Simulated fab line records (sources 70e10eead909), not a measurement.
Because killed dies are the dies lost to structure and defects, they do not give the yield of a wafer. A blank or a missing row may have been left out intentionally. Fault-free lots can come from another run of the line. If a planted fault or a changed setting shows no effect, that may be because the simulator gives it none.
Which tool was responsible? | flow nand-harc | 14 lots with 42 wafers sampled at 4 steps, on a route of 1302 steps

WHAT THE GAUGES SHOWED, per wafer
The record holds no reading of a measuring or inspecting step that can be judged against a usual standard deviation.

TOOL THAT RAN EACH LOT (tool first, then ch and the chambers of the sampled wafers, then the start)
lot  | NHARC_HYBRID_BOND_ACTIVATE_00      | NHARC_THIN_TSV_DEP_43           | NHARC_THIN_TSV_DESCUM_14           | NHARC_THIN_TSV_ETCH_44
L835 | rie-diel-05 ch 0,3, day 23 07:45   | pecvd-03 ch 0,1,2, day 23 19:00 | rie-diel-10 ch 2,3, day 23 19:52   | rie-diel-10 ch 0,3, day 23 19:56
L837 | rie-diel-05 ch 1,2,3, day 23 15:59 | pecvd-02 ch 0,2, day 24 01:31   | rie-diel-02 ch 0,1, day 24 02:31   | rie-diel-02 ch 0,1, day 24 02:35
L838 | rie-diel-05 ch 0,2,3, day 24 17:50 | pecvd-02 ch 0,1,2, day 25 05:08 | rie-diel-10 ch 1,2,3, day 25 06:01 | rie-diel-10 ch 0,2,3, day 25 06:10
L839 | rie-diel-05 ch 0,1,2, day 24 22:35 | pecvd-01 ch 0,1,2, day 25 14:10 | rie-diel-04 ch 1,2, day 25 15:10   | rie-diel-04 ch 0,1,2, day 25 15:16
L842 | rie-diel-05 ch 2,3, day 26 00:17   | pecvd-02 ch 0,1,2, day 26 13:37 | rie-diel-02 ch 0,2,3, day 26 14:37 | rie-diel-02 ch 1,2,3, day 26 14:42
L845 | rie-diel-05 ch 1,2,3, day 27 12:26 | pecvd-01 ch 0,1,2, day 28 00:57 | rie-diel-04 ch 0,2,3, day 28 01:50 | rie-diel-04 ch 0,3, day 28 01:54
L848 | rie-diel-05 ch 2,3, day 28 15:22   | pecvd-03 ch 1,2, day 29 03:17   | rie-diel-02 ch 1,2, day 29 04:14   | rie-diel-02 ch 1,2, day 29 04:19
L850 | rie-diel-05 ch 0,1,3, day 29 01:10 | pecvd-01 ch 0,1, day 29 16:55   | rie-diel-10 ch 0,1,2, day 29 17:47 | rie-diel-10 ch 2,3, day 29 17:51
L849 | rie-diel-05 ch 0,1,3, day 29 04:47 | pecvd-03 ch 0,1,2, day 29 18:07 | rie-diel-04 ch 0,2, day 29 19:07   | rie-diel-04 ch 1,3, day 29 19:15
L853 | rie-diel-01 ch 2,3, day 30 20:25   | pecvd-02 ch 1,2, day 31 08:15   | rie-diel-04 ch 2,3, day 31 09:14   | rie-diel-04 ch 0,3, day 31 09:19
L855 | rie-diel-05 ch 0,3, day 31 14:59   | pecvd-03 ch 0,1,2, day 32 02:07 | rie-diel-04 ch 0,2,3, day 32 03:07 | rie-diel-04 ch 0,3, day 32 03:17
L856 | rie-diel-05 ch 0,2, day 32 04:52   | pecvd-01 ch 1,2, day 32 18:34   | rie-diel-10 ch 1,2, day 32 19:22   | rie-diel-10 ch 0,1, day 32 19:31
L858 | rie-diel-01 ch 0,3, day 32 23:25   | pecvd-01 ch 1,2, day 33 19:52   | rie-diel-02 ch 0,1,2, day 33 20:49 | rie-diel-02 ch 1,3, day 33 20:57
L857 | rie-diel-05 ch 0,1,3, day 33 19:52 | pecvd-01 ch 0,1,2, day 34 14:48 | rie-diel-10 ch 0,1,2, day 34 15:40 | rie-diel-10 ch 0,2,3, day 34 15:45
- NHARC_HYBRID_BOND_ACTIVATE_00: chemistry N2, time 60 s.
- NHARC_THIN_TSV_DEP_43: deposits SiO2, target thk 1328.5 nm.
- NHARC_THIN_TSV_DESCUM_14: chemistry O2, time 3 s.
- NHARC_THIN_TSV_ETCH_44: etches the open film in CF4/O2, target depth 1594.2 nm, time 797.1 s.

AS READ BY THE TOOLS THEMSELVES (means over the sampled wafers that have a number; for cases with no such wafer, the mark the record gives instead)
NHARC_HYBRID_BOND_ACTIVATE_00. Usual: drypump-motor-current-A 5.5 A, standard deviation 0.36; oes-product-au 1.001 a.u., standard deviation 0.0078; rf-vpp-V 64.2 V, standard deviation 0.96; showerhead-plenum-p-Torr 1.76 Torr, standard deviation 0.087.
lot  | tool        | drypump-motor-current-A (A) | oes-product-au (a.u.) | rf-vpp-V (V) | showerhead-plenum-p-Torr (Torr) | flag
L835 | rie-diel-05 | 5.3                         | 1.010                 | 63.9         | 1.84                            |
L837 | rie-diel-05 | 5.6                         | 1.004                 | 64.6         | 1.72                            |
L838 | rie-diel-05 | 5.4                         | 1.002                 | 64.0         | 1.80                            |
L839 | rie-diel-05 | 5.3                         | 1.008                 | 64.2         | 1.76                            |
L842 | rie-diel-05 | 5.7                         | 1.010                 | 64.0         | 1.77                            |
L845 | rie-diel-05 | 5.6                         | 0.997                 | 64.2         | 1.72                            |
L848 | rie-diel-05 | 5.7                         | 0.998                 | 64.9         | 1.77                            |
L850 | rie-diel-05 | 5.3                         | 0.995                 | 64.3         | 1.74                            |
L849 | rie-diel-05 | 5.3                         | 1.001                 | 64.6         | 1.74                            |
L853 | rie-diel-01 | 5.7                         | 1.007                 | 63.6         | 1.79                            |
L855 | rie-diel-05 | 5.5                         | 0.993                 | 64.9         | 1.78                            |
L856 | rie-diel-05 | 5.2                         | 0.994                 | 63.6         | 1.84                            |
L858 | rie-diel-01 | 5.5                         | 1.009                 | 62.8         | 1.68                            |
L857 | rie-diel-05 | 5.3                         | 1.001                 | 64.5         | 1.84                            |

NHARC_THIN_TSV_DEP_43. Usual: showerhead-vpp-V 1879 V, standard deviation 67; throttle-valve-pct 16.0 %, standard deviation 0.62.
lot  | tool     | showerhead-vpp-V (V) | throttle-valve-pct (%) | flag
L835 | pecvd-03 | 1873                 | 16.3                   |
L837 | pecvd-02 | 1875                 | 16.2                   |
L838 | pecvd-02 | 1844                 | 16.2                   |
L839 | pecvd-01 | 1917                 | 15.8                   |
L842 | pecvd-02 | 1851                 | 15.9                   |
L845 | pecvd-01 | 1921                 | 16.0                   |
L848 | pecvd-03 | 1847                 | 16.9                   |
L850 | pecvd-01 | 1936                 | 15.7                   |
L849 | pecvd-03 | 1852                 | 16.2                   |
L853 | pecvd-02 | 1825                 | 15.9                   |
L855 | pecvd-03 | 1863                 | 15.9                   |
L856 | pecvd-01 | 1857                 | 15.8                   |
L858 | pecvd-01 | 1897                 | 16.1                   |
L857 | pecvd-01 | 1904                 | 15.9                   |

NHARC_THIN_TSV_DESCUM_14. Usual: drypump-motor-current-A 5.9 A, standard deviation 0.42; oes-product-au 0.999 a.u., standard deviation 0.0075; rf-vpp-V 57.5 V, standard deviation 0.9; showerhead-plenum-p-Torr 1.86 Torr, standard deviation 0.079; throttle-valve-pct 11.311 %, standard deviation 0.0084.
lot  | tool        | drypump-motor-current-A (A) | oes-product-au (a.u.) | rf-vpp-V (V) | showerhead-plenum-p-Torr (Torr) | throttle-valve-pct (%) | flag
L835 | rie-diel-10 | 6.1                         | 0.986                 | 56.5         | 1.78                            | 11.315                 |
L837 | rie-diel-02 | 6.2                         | 1.002                 | 57.6         | 1.99                            | 11.305                 |
L838 | rie-diel-10 | 5.8                         | 1.002                 | 56.9         | 1.85                            | 11.313                 |
L839 | rie-diel-04 | 5.8                         | 1.001                 | 58.6         | 1.81                            | 11.309                 |
L842 | rie-diel-02 | 5.8                         | 0.998                 | 57.7         | 1.88                            | 11.306                 |
L845 | rie-diel-04 | 6.0                         | 0.998                 | 57.2         | 1.87                            | 11.307                 |
L848 | rie-diel-02 | 5.8                         | 0.998                 | 58.7         | 1.93                            | 11.310                 |
L850 | rie-diel-10 | 5.9                         | 0.993                 | 57.2         | 1.86                            | 11.313                 |
L849 | rie-diel-04 | 6.1                         | 0.997                 | 57.3         | 1.88                            | 11.302                 |
L853 | rie-diel-04 | 5.9                         | 0.999                 | 58.2         | 1.85                            | 11.316                 |
L855 | rie-diel-04 | 5.9                         | 0.996                 | 57.1         | 1.87                            | 11.310                 |
L856 | rie-diel-10 | 5.6                         | 1.003                 | 57.6         | 1.85                            | 11.317                 |
L858 | rie-diel-02 | 6.0                         | 1.004                 | 58.9         | 1.96                            | 11.317                 |
L857 | rie-diel-10 | 5.8                         | 0.994                 | 57.2         | 1.85                            | 11.303                 |

NHARC_THIN_TSV_ETCH_44. Usual: bias-w is 800.1 W with standard deviation 2.7, cf4-flow-sccm is 150.0 sccm with standard deviation 0.47, drypump-motor-current-A is 5.9 A with standard deviation 0.41, oes-product-au is 0.999 a.u. with standard deviation 0.0085, rf-vpp-V is 791 V with standard deviation 4.6, showerhead-plenum-p-Torr is 1.79 Torr with standard deviation 0.073, and throttle-valve-pct is 16.915 % with standard deviation 0.0091.
lot  | tool        | bias-w (W) | cf4-flow-sccm (sccm) | drypump-motor-current-A (A) | oes-product-au (a.u.) | rf-vpp-V (V) | showerhead-plenum-p-Torr (Torr) | throttle-valve-pct (%) | flag
L835 | rie-diel-10 | 798.8      | 150.5                | 6.4                         | 0.991                 | 787          | 1.72                            | 16.912                 |
L837 | rie-diel-02 | 799.7      | 150.6                | 6.2                         | 0.992                 | 799          | 1.90                            | 16.910                 |
L838 | rie-diel-10 | 799.8      | 149.7                | 6.2                         | 0.997                 | 787          | 1.72                            | 16.921                 |
L839 | rie-diel-04 | -          | -                    | -                           | -                     | -            | -                               | -                      | OFF
L842 | rie-diel-02 | -          | -                    | -                           | -                     | -            | -                               | -                      | OFF
L845 | rie-diel-04 | 801.0      | 150.2                | 5.7                         | 1.009                 | 792          | 1.79                            | 16.916                 |
L848 | rie-diel-02 | 799.7      | 150.0                | 5.9                         | 1.000                 | 798          | 1.90                            | 16.915                 |
L850 | rie-diel-10 | 801.0      | 149.8                | 6.1                         | 0.997                 | 787          | 1.71                            | 16.922                 |
L849 | rie-diel-04 | 800.1      | 149.6                | 5.7                         | 1.002                 | 790          | 1.75                            | 16.910                 |
L853 | rie-diel-04 | 803.1      | 150.2                | 5.7                         | 1.003                 | 792          | 1.79                            | 16.919                 |
L855 | rie-diel-04 | 803.2      | 150.0                | 5.7                         | 1.003                 | 792          | 1.79                            | 16.924                 |
L856 | rie-diel-10 | 798.0      | 150.2                | 6.1                         | 1.012                 | 791          | 1.79                            | 16.920                 |
L858 | rie-diel-02 | 797.5      | 149.7                | 5.8                         | 0.994                 | 797          | 1.87                            | 16.917                 |
L857 | rie-diel-10 | 799.0      | 150.5                | 6.2                         | 0.995                 | 787          | 1.72                            | 16.910                 |

THE ANSWER, worked out from the rows above alone
Rule: a lot counts as off when the mean over its wafers that have a number is more than 3 standard deviations away from the usual mean. Also off: a lot with no number at a reading for which 4 or more lots have one. Any other lot the step has rows for is counted as sound. Order of review: gauges by route order, followed by the tools' own readings, for which a lot's mean as printed above is used. At the first step where some lot is off, the reading lying furthest off is the one used; lots without a number count as furthest.
Off at NHARC_THIN_TSV_ETCH_44 (bias-w): L839, L842. Without a number there: L839, L842.
A tool fits if, at that step or a process step before it, it ran every lot that is off, and no sound lot after the first of them. Of those tried, none fits.

WHAT THE SIMULATOR HAD INSERTED
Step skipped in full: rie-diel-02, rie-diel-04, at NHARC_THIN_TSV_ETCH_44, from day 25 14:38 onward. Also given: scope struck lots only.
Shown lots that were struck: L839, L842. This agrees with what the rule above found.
